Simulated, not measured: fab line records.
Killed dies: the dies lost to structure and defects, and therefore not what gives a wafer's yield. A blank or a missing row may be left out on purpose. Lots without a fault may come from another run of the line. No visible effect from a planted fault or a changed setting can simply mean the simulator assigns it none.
Chamber matching	flow n5-finfet	N5_SDB_STRIP_21 on rie-diel-01 has 4 sister chambers
The step strips in CF4. 14 wafers are shown with their chamber, then 7 later ones without.

WAFERS WITH THEIR CHAMBER
wafer	chamber	drypump-motor-current-A (A)	oes-product-au (a.u.)	throttle-valve-pct (%)
L866.2	1	6.4	0.90	13.11
L866.5	0	6.7	0.71	13.83
L866.6	1	6.4	0.90	13.09
L869.1	0	6.7	0.71	13.86
L869.3	2	5.3	0.71	13.81
L869.5	1	6.4	0.89	13.10
L870.1	3	5.4	0.71	13.70
L870.2	2	5.3	0.71	13.80
L870.4	1	6.4	0.90	13.10
L873.2	3	5.4	0.71	13.72
L873.4	1	6.4	0.88	13.12
L873.6	1	6.4	0.88	13.14
L876.1	1	6.5	0.88	13.16
L876.4	2	5.3	0.70	13.82

SIGNATURES (averages over the wafers above)
reading	chamber 0	chamber 1	chamber 2	chamber 3	scatter within a chamber
drypump-motor-current-A	6.700	6.414	5.300	5.400	0.0293
oes-product-au	0.7100	0.8900	0.7067	0.7100	0.00816
throttle-valve-pct	13.8450	13.1171	13.8100	13.7100	0.0214
Rule: for each reading, subtract the chamber's mean from the wafer's reading, divide by that reading's scatter and square the result; add these up over the readings and take the root, which gives the wafer's distance from the chamber. The wafer belongs to the nearest chamber; if the next one is less than 2 further off, it can't be placed. The scatter: the root of (the sum of the squares of (reading less its chamber's mean) over the shown wafers, divided by (wafers less chambers)).

WAFERS WITH NO CHAMBER GIVEN
wafer	drypump-motor-current-A (A)	oes-product-au (a.u.)	throttle-valve-pct (%)
L876.5	6.7	0.69	13.89
L885.1	6.4	0.85	13.17
L885.4	5.3	0.69	13.89
L885.6	5.5	0.69	13.78
L887.2	5.3	0.68	13.89
L887.3	6.7	0.93	13.33
L887.4	6.4	0.84	13.21

WHICH CHAMBER EACH ONE RAN IN
wafer	from the rows above	in truth
L876.5	0	0
L885.1	1	1
L885.4	2	2
L885.6	can't be placed: 3 or 2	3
L887.2	2	2
L887.3	1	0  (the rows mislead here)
L887.4	1	1
Placed correctly: 5 of 7. From these rows, 1 cannot be placed; in 1 the true chamber is one of the candidates. Placed wrongly: 1.
